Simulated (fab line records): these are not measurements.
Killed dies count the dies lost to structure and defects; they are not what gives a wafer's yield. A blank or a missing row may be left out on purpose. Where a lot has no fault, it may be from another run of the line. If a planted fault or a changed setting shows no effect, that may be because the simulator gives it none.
A lot that was struck, set against a sound lot / flow nandHarc / 44 steps out of a route of 1302
Sound: the wafers L367.1, L367.4, L367.6. Wafers struck: L368.1, L368.5, L368.6. At the end, the cause is stated.
For every step that has rows: the tool of each side, followed by ch and its chambers, followed by its first start. Under that, the readings that differ: sound wafers / struck wafers / difference of the means / sigmas: that difference in standard deviations of wafers without a fault.
alike: readings whose means differ by less than 2 such deviations, and words and numbers that are the same on both sides. not compared: withheld readings, readings that some wafer has no value for, bounds like >300 that may hide the same value, and numbers for which the record gives no deviation and whose values overlap.
The two part at a step that has a row with sigmas, a row that says differs or no value, or rows on one side only. When numbers do not overlap yet have no deviation, they are printed without sigmas and do not part them. Lack of a reading on every wafer of one side parts them only where that side has two or more wafers.

NHARC_P_GATE_ALD_36: deposits SiNx, target thk 20 nm, pulse time 60 s, ald cycles 223.
  sound on aldSin-02 ch 2,3, day 7 05:19; struck on aldSin-03 ch 2,3, day 7 17:58
  alike: heaterPowerW, precursorPulseHeightRel
then, 11 steps without rows for these wafers: NHARC_P_GATE_ETCHBACK_37 (etches the open film in CHF3/O2, target depth 34.5 nm, time 17.2 s); NHARC_P_GATE_STRIP_101 (strips in O2, time 20 s); NHARC_P_GATE_PRECLEAN_97 (cleans in SPM, time 600 s); NHARC_P_GATE_SRD_98; NHARC_P_GATE_PRECLEAN_99 (cleans in SC1); NHARC_P_GATE_SRD_100; NHARC_P_GATE_DEHYDRATE_38 (time 120 s); NHARC_P_GATE_HMDS_39 (time 30 s); NHARC_P_GATE_COAT_40; NHARC_P_GATE_SOFTBAKE_41 (time 95 s); NHARC_P_GATE_EBR_42.
NHARC_P_GATE_EXPOSE_43: exposes mask P NSD, target cd 720 nm.
  sound on krfScanner-01 ch 0, day 7 15:51; struck on krfScanner-04, day 8 03:16
  no value came back on the struck wafers for exposureDoseMJCm2, focusOffsetNm (nm), na; on the sound wafers exposureDoseMJCm2 reads 14.803 14.821 14.802
  alike: mask
then, 2 steps without rows for these wafers: NHARC_P_GATE_PEB_44 (peb time 85 s); NHARC_P_GATE_DEVELOP_45 (time 70 s).
NHARC_P_GATE_CD_MEAS_46: target cd 720 nm.
  sound on cdSem-03 ch 0, day 7 16:01; struck on cdSem-02 ch 0, day 8 03:25
reading=cdNm (nm); sound=722.6 724.7 721.2; struck=- - -; difference=no value on the struck wafers; sigmas=
then, 1 step without rows for these wafers: NHARC_P_GATE_HARDBAKE_47 (time 80 s).
NHARC_P_GATE_DESCUM_48: chemistry O2, time 3 s.
  sound on rieDiel-06 ch 1,2, day 7 16:10; struck on rieDiel-06 ch 2,3, day 8 03:34
reading=model.P_GATE.cdNm (nm); sound=723.3 724.6 721.5; struck=122.3 120.5 114.7; difference=-604.0; sigmas=
  alike: drypumpMotorCurrentA, oesProductAu, rfVppV, showerheadPlenumPTorr, throttleValvePct
  not compared: rfHoursCounterH
then, 1 step without rows for these wafers: NHARC_P_GATE_IMPLANT_49.
NHARC_P_GATE_STRIP_111: strips in N2/H2, time 250 s.
  sound on plasmaAsher-02 ch 0, day 7 16:32; struck on plasmaAsher-02 ch 0,1, day 8 04:04
  alike: drypumpMotorCurrentA, heaterPowerW
  not compared: rfHoursCounterH
NHARC_P_GATE_STRIP_75: strips in O2.
  sound on plasmaAsher-02 ch 0, day 7 16:50; struck on plasmaAsher-02 ch 0,1, day 8 04:22
  alike: drypumpMotorCurrentA, heaterPowerW
  not compared: rfHoursCounterH
then, 9 steps without rows for these wafers: NHARC_P_GATE_STRIP_50 (strips in SPM, time 900 s); NHARC_P_GATE_DEHYDRATE_51 (time 120 s); NHARC_P_GATE_HMDS_52 (time 30 s); NHARC_P_GATE_COAT_53; NHARC_P_GATE_SOFTBAKE_54 (time 95 s); NHARC_P_GATE_EBR_55; NHARC_P_GATE_EXPOSE_56 (exposes mask P PSD, target cd 720 nm); NHARC_P_GATE_PEB_57 (peb time 85 s); NHARC_P_GATE_DEVELOP_58 (time 70 s).
NHARC_P_GATE_CD_MEAS_59: target cd 720 nm.
  sound on cdSem-03 ch 0, day 7 17:45; struck on cdSem-01 ch 0, day 8 05:10
  alike: cdNm
then, 3 steps without rows for these wafers: NHARC_P_GATE_HARDBAKE_60 (time 80 s); NHARC_P_GATE_DESCUM_61 (chemistry O2, time 3 s); NHARC_P_GATE_IMPLANT_62.
NHARC_P_GATE_STRIP_112: strips in N2/H2, time 200 s.
  sound on plasmaAsher-02 ch 0,1, day 7 18:21; struck on plasmaAsher-02 ch 0,1, day 8 05:57
  alike: drypumpMotorCurrentA, heaterPowerW
  not compared: rfHoursCounterH
NHARC_P_GATE_STRIP_76: strips in O2.
  sound on plasmaAsher-02 ch 0,1, day 7 18:35; struck on plasmaAsher-02 ch 0,1, day 8 06:11
  alike: drypumpMotorCurrentA, heaterPowerW
  not compared: rfHoursCounterH
then, 6 steps without rows for these wafers: NHARC_P_GATE_STRIP_63 (strips in SPM, time 900 s); NHARC_P_GATE_DEHYDRATE_83 (time 120 s); NHARC_P_GATE_HMDS_84 (time 30 s); NHARC_P_GATE_COAT_85; NHARC_P_GATE_SOFTBAKE_86 (time 95 s); NHARC_P_GATE_EBR_87.
NHARC_P_GATE_INSPECT_68:
  sound on defectInspect-02 at day 7 22:34; struck on defectInspect-02 at day 8 10:16
reading=rawDefectCount; sound=133 155 139; struck=1471 1296 1267; difference=+1202; sigmas=+15
-- record jumps: 18 days between struck wafers' starts before vs after; left off in module P_GATE, resumes in module END, first step shown is number 1302 of the route --
NHARC_END_SORT_01:
  at this point the record logs the struck wafers (prober-02 ch 0, day 26 07:17) and has no rows for the sound ones

## WHERE THEY PART
Last at NHARC_END_SORT_01 as far as this record goes, first at NHARC_P_GATE_EXPOSE_43.

WHY: what the simulator had put in
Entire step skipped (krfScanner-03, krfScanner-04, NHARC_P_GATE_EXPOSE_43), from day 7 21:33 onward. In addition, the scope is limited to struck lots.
